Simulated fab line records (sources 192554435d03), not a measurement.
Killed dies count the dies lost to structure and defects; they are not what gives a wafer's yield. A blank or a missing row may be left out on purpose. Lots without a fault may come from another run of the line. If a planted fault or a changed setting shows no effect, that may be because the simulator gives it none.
Matching of chambers / flow n5 finfet / N5_GATE_CUT_CMP_43 on cmp-01 has 4 sister chambers
The step polishes SiO2. 8 wafers are shown with their chamber, then 7 later ones without.

## WAFERS PAIRED WITH THEIR CHAMBERS
wafer=L080.5; chamber=2; motor current A (A)=10.5; edge zone pressure frac=1.009
wafer=L081.2; chamber=3; motor current A (A)=11.7; edge zone pressure frac=0.997
wafer=L081.3; chamber=1; motor current A (A)=12.6; edge zone pressure frac=0.994
wafer=L087.1; chamber=0; motor current A (A)=11.9; edge zone pressure frac=1.002
wafer=L087.2; chamber=2; motor current A (A)=10.6; edge zone pressure frac=0.992
wafer=L087.5; chamber=1; motor current A (A)=12.0; edge zone pressure frac=0.999
wafer=L091.1; chamber=0; motor current A (A)=11.1; edge zone pressure frac=0.992
wafer=L091.4; chamber=3; motor current A (A)=12.0; edge zone pressure frac=1.000

## WAFERS WHOSE CHAMBER IS MISSING
wafer=L091.5; motor current A (A)=11.0; edge zone pressure frac=0.990
wafer=L093.2; motor current A (A)=11.8; edge zone pressure frac=0.992
wafer=L093.5; motor current A (A)=12.4; edge zone pressure frac=0.993
wafer=L093.6; motor current A (A)=11.6; edge zone pressure frac=0.995
wafer=L095.3; motor current A (A)=11.6; edge zone pressure frac=0.993
wafer=L095.5; motor current A (A)=11.8; edge zone pressure frac=1.004
wafer=L095.6; motor current A (A)=11.8; edge zone pressure frac=1.002

## EACH ONE'S CHAMBER
wafer=L091.5; from the rows above=can't be placed: 0 or 2 or 3 or 1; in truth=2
wafer=L093.2; from the rows above=can't be placed: 3 or 0 or 1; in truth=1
wafer=L093.5; from the rows above=can't be placed: 1 or 3 or 0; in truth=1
wafer=L093.6; from the rows above=can't be placed: 0 or 3 or 1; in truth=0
wafer=L095.3; from the rows above=can't be placed: 0 or 3 or 1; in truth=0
wafer=L095.5; from the rows above=can't be placed: 3 or 0 or 1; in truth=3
wafer=L095.6; from the rows above=can't be placed: 3 or 0 or 1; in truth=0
Correctly placed: 0 of 7. Unplaceable from these rows: 7, with the true chamber sitting among the candidates in 7. Wrongly placed: 0.
How it was worked out, from the rows above alone: a wafer's distance from a chamber is the root of the sum, over the readings, of the square of ((its reading less the chamber's mean) divided by the reading's scatter). The wafer belongs to the nearest chamber; if the next one is less than 2 further off, it can't be placed. Each chamber's mean is taken over the wafers shown for it. How the scatter is found: for the shown wafers, subtract from each reading the mean of its chamber, square and add these, divide the total by (wafers less chambers), then take the root.
